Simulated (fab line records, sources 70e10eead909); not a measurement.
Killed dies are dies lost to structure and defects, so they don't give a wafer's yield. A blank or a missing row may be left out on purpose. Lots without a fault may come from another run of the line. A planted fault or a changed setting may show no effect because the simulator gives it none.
A struck lot beside a sound one | flow nand_harc | 25 steps out of a route of 1159
Sound: wafers L616.1, L616.3, L616.4. Struck: wafers L629.1, L629.5, L629.6. The cause comes at the end.
At each step with rows: each side's tool, then ch and its chambers, then its first start. Under that, the readings that differ: sound wafers | struck wafers | difference of the means | sigmas: that difference in standard deviations of wafers without a fault.
alike: readings whose means differ by less than 2 such deviations, and words and numbers that are the same on both sides. not compared: withheld readings, readings that some wafer has no value for, bounds like >300 that may hide the same value, and numbers for which the record gives no deviation and whose values overlap.
The two part at a step that has a row with sigmas, a row that says differs or no value, or rows on one side only. Numbers that don't overlap but have no deviation are shown without sigmas and don't part them. A reading that every wafer of one side lacks parts them only if that side has two wafers or more.

first, 5 steps without rows for these wafers: NHARC_P_GATE_STRIP_15 (strips in SPM, time 780 s); NHARC_P_GATE_PRECLEAN_71 (cleans in SC1); NHARC_P_GATE_SRD_72; NHARC_P_GATE_OXIDE_16 (material SiO2, target thk 3 nm, ox time 392 s); NHARC_P_GATE_CVD_17 (deposits poly-Si, target thk 150 nm, time 900 s).
NHARC_P_GATE_HM_DEP_102: deposits aC, target thk 120 nm.
  sound on acl_dep-02 ch 0, day 5 22:04; struck on acl_dep-02 ch 0, day 9 01:34
  alike: throttle_valve_pct
NHARC_P_GATE_DEP_103: deposits SiON, target thk 30 nm.
  sound on pecvd-04 ch 1,2, day 5 22:44; struck on pecvd-02 ch 0,1,2, day 9 02:16
  alike: heater_power_w
then, 5 steps without rows for these wafers: NHARC_P_GATE_DEHYDRATE_18 (time 120 s); NHARC_P_GATE_HMDS_19 (time 30 s); NHARC_P_GATE_COAT_20 (resist thk 90 nm); NHARC_P_GATE_SOFTBAKE_21 (time 55 s); NHARC_P_GATE_EBR_22.
NHARC_P_GATE_EXPOSE_23: exposes mask P GATE, target cd 120 nm.
  sound on arfi_scanner-02 ch 0, day 5 23:22; struck on arfi_scanner-03 ch 0, day 9 02:52
  alike: mask, reticle_temp_C, stage_vel_mm_s
then, 2 steps without rows for these wafers: NHARC_P_GATE_PEB_24 (peb time 65 s); NHARC_P_GATE_DEVELOP_25 (develop time 35 s).
NHARC_P_GATE_CD_MEAS_26: target cd 120 nm.
  sound on cd_sem-03 ch 0, day 5 23:31; struck on cd_sem-02 ch 0, day 9 03:01
  reading    | sound             | struck            | difference | sigmas
  cd_nm (nm) | 120.8 120.0 120.8 | 115.0 103.2 111.3 | -10.7      | -19
NHARC_P_GATE_OVL_MEAS_27:
  sound on overlay-01, day 5 23:35; struck on overlay-02, day 9 03:05
  alike: overlay_x_nm, overlay_y_nm
NHARC_P_GATE_INSPECT_28:
  sound on defect_inspect-02, day 5 23:38; struck on defect_inspect-02, day 9 03:08
  alike: raw_defect_count
NHARC_P_GATE_DESCUM_31: chemistry O2, time 3 s.
  sound on rie_diel-13 ch 0,1,3, day 5 23:41; struck on rie_diel-13 ch 0,2,3, day 9 03:26
  reading                 | sound           | struck            | difference | sigmas
  model.P_GATE.cd_nm (nm) | 121 119.9 120.4 | 115.5 102.9 112.3 | -10.2      |
  alike: drypump_motor_current_A, oes_product_au, rf_vpp_V, showerhead_plenum_p_Torr, throttle_valve_pct
  not compared: rf_hours_counter_h
NHARC_P_GATE_ETCH_104: etches the open film in CF4/CHF3, target depth 60 nm.
  sound on rie_diel-13 ch 1,2,3, day 5 23:47; struck on rie_diel-13 ch 0,3, day 9 03:35
  reading               | sound             | struck            | difference | sigmas
  oes_product_au (a.u.) | 0.962 0.987 0.980 | 0.929 0.933 0.931 | -0.045     | -2
  alike: drypump_motor_current_A, rf_vpp_V, showerhead_plenum_p_Torr, throttle_valve_pct
NHARC_P_GATE_HM_OPEN_105: chemistry O2/COS, target depth 360 nm.
  sound on rie_diel-13 ch 0,1,3; struck on rie_diel-13 ch 0,3
  alike: cos_flow_sccm, drypump_motor_current_A, oes_product_au, rf_vpp_V, showerhead_plenum_p_Torr, throttle_valve_pct
  not compared: rf_hours_counter_h
then, 2 steps without rows for these wafers: NHARC_P_GATE_STRIP_106 (strips in O2/COS); NHARC_P_GATE_ETCH_114 (etches the open film in CF4/O2, target depth 30 nm, overetch 3 nm, time 16.5 s).
NHARC_P_GATE_ETCH_32: etches the open film in HBr/Cl2, target depth 150 nm, time 100.1 s.
  sound on rie_si-01 ch 1,2,3, day 6 00:09; struck on rie_si-04 ch 0,2,3, day 9 04:41
  reading                 | sound             | struck            | difference | sigmas
  oes_product_au (a.u.)   | 1.011 1.016 1.014 | 0.988 0.997 0.977 | -0.026     | -2
  model.P_GATE.cd_nm (nm) | 124.1 128.2 121.6 | 115.3 98.89 114.9 | -14.9      |
  alike: drypump_motor_current_A, throttle_valve_pct
  not compared: rf_hours_counter_h
NHARC_P_GATE_STRIP_108: strips in O2.
  sound on rie_diel-13 ch 0,1,2, day 6 00:19; struck on rie_diel-08 ch 1,2,3, day 9 04:55
  reading               | sound             | struck            | difference | sigmas
  oes_product_au (a.u.) | 1.012 1.026 1.015 | 0.994 1.003 0.984 | -0.024     | -2
  alike: drypump_motor_current_A, rf_vpp_V, showerhead_plenum_p_Torr, throttle_valve_pct
  not compared: rf_hours_counter_h

WHERE THEY PART
First at NHARC_P_GATE_CD_MEAS_26; last, within this record, at NHARC_P_GATE_STRIP_108.

WHY: what the simulator had put in
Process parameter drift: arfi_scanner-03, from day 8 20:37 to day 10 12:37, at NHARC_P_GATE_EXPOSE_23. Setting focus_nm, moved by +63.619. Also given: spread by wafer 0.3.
